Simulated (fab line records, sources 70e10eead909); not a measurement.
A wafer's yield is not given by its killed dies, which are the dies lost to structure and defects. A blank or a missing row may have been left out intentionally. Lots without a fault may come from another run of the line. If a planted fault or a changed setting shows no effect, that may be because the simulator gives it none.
Matching of chambers :: flow nand-harc :: 3 sister chambers for NHARC_P_M2_PRE_CLEAN_32 on pecvd-04
The step time 12 s. 6 wafers are shown with their chamber, then 8 later ones without.

WAFERS WITH THEIR CHAMBER
wafer: L260.5
chamber: 2
heater-power-w (W): 670
heater-power-outer-w (W): 367

wafer: L264.6
chamber: 1
heater-power-w (W): 583
heater-power-outer-w (W): 339

wafer: L271.1
chamber: 1
heater-power-w (W): 568
heater-power-outer-w (W): 325

wafer: L271.3
chamber: 0
heater-power-w (W): 611
heater-power-outer-w (W): 378

wafer: L271.5
chamber: 0
heater-power-w (W): 610
heater-power-outer-w (W): 374

wafer: L272.3
chamber: 2
heater-power-w (W): 680
heater-power-outer-w (W): 372

WAFERS WITHOUT THEIR CHAMBER
wafer: L272.4
heater-power-w (W): 605
heater-power-outer-w (W): 361

wafer: L272.5
heater-power-w (W): 540
heater-power-outer-w (W): 309

wafer: L275.1
heater-power-w (W): 672
heater-power-outer-w (W): 374

wafer: L275.3
heater-power-w (W): 586
heater-power-outer-w (W): 342

wafer: L275.6
heater-power-w (W): 564
heater-power-outer-w (W): 333

wafer: L276.3
heater-power-w (W): 594
heater-power-outer-w (W): 364

wafer: L276.4
heater-power-w (W): 646
heater-power-outer-w (W): 347

wafer: L276.5
heater-power-w (W): 614
heater-power-outer-w (W): 357

CHAMBER TAKEN BY EACH
wafer: L272.4
from the rows above: 0
in truth: 0

wafer: L272.5
from the rows above: 1
in truth: 1

wafer: L275.1
from the rows above: 2
in truth: 2

wafer: L275.3
from the rows above: 1
in truth: 1

wafer: L275.6
from the rows above: 1
in truth: 1

wafer: L276.3
from the rows above: 0
in truth: 0

wafer: L276.4
from the rows above: can't be placed: 2 or 0
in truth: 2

wafer: L276.5
from the rows above: 0
in truth: 0
Correctly placed: 7 of 8. Can't be placed from these rows: 1 (the true chamber is among the candidates in 1). 0 placed wrongly.
How it was worked out, from the rows above alone: a wafer's distance from a chamber is the root of the sum, over the readings, of the square of ((its reading less the chamber's mean) divided by the reading's scatter). The wafer belongs to the nearest chamber; if the next one is less than 2 further off, it can't be placed. A chamber's mean is the mean of its shown wafers. The scatter is the square root of a quotient: the sum, over the shown wafers, of each reading's squared deviation from its chamber's mean, divided by wafers minus chambers.
